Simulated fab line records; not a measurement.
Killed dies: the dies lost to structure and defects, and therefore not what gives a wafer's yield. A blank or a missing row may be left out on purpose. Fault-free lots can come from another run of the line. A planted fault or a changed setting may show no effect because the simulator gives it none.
Problem report, 8D (eight disciplines) form, completed by code :: flow nand harc :: the parts of the form that need people (team, actions taken, sign-off) are left out

## 1. WHAT IS WRONG
thk nm at NHARC_A_ONON_D2_THK_MEAS_21 reads a mean of 1567 nm on 6 wafers of 3 lots; wafers without a fault read 1001 nm with a standard deviation of 10. That is +57 standard deviations from the usual mean.
The step: measures by ellipsometry.
Seen first at day 20 09:52 on film metro-02, wafer L330.1. The record holds 36 wafers of 13 lots with a number at this step. Rule for "out", or "out of limits": more than 4 standard deviations from the usual mean. All remaining wafers that have a number are taken as sound.

## 2. WHAT IT IS, WHAT IT ISN'T
question: which readings at this step
is: thk nm
is not: -

question: which lots
is: L330, L331, L333
is not: L314, L316, L317, L318, L319, L321, L323, L325, L327, L334

question: which wafers of those lots
is: all that have a number
is not: -

question: read on which gauges
is: film metro-01, film metro-02
is not: -

question: when
is: from day 20 09:52
is not: up to then (27 sound wafers); but 3 sound wafers of L334 came after

## 3. SUSPECTS, AND WHAT RULES EACH OUT
Counting: a tool at a process step up to the reading stays a suspect if it ran every lot that is out and no sound lot after the first of them.
- ruled out: the gauge at NHARC_A_ONON_D2_THK_MEAS_21. Those wafers that are out were read across 2 gauges (film metro-01, film metro-02).
- pecvd onon-03 at NHARC_A_ONON_D2_DEP_19 (target thk 1000 nm): kept. All lots that are out passed through it, beginning with L330 at day 20 09:22, and no sound lot followed; its final sound lot before that point was L327 at day 18 23:32.
The count leaves pecvd onon-03 at NHARC_A_ONON_D2_DEP_19.

## 4. THE CAUSE (what the simulator had put in)
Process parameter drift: pecvd onon-03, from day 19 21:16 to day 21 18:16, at NHARC_A_ONON_D2_DEP_19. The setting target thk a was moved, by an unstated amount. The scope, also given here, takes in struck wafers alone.
After counting, this tool was the only one left.

## 5. THE CHAIN OF EFFECTS, in route order
Each row: a reading where the mean over the struck wafers with a number is more than 3 standard deviations away from the usual. Readings are gone through only where the record gives a usual standard deviation; hours: the median, over the lots, of the time from a lot's start at the first step in this table giving one to that lot's start at this step; sigmas: the change measured in usual standard deviations.
hours: 0
step: NHARC_A_ONON_D2_THK_MEAS_21
reading: thk nm
usual: 1001 nm
on struck wafers: 1567
change: +566
sigmas: +57

hours: 269
step: NHARC_END_SORT_01
reading: killed at array
usual: 57
on struck wafers: 672
change: +615
sigmas: +34

hours: 269
step: NHARC_END_SORT_01
reading: killed dies
usual: 62
on struck wafers: 677
change: +615
sigmas: +34

## 6. HOW IT WOULD HAVE BEEN CAUGHT EARLIER
Counted from the fault's start at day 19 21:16, it took 13 hours until the first out-of-limits reading at a measuring or inspecting step in this record, taken at day 20 09:52.
Among the 3 lots that are out, L331, L333 began NHARC_A_ONON_D2_DEP_19 on pecvd onon-03 after day 20 09:52. A hold on the tool at that time would have spared those 2.
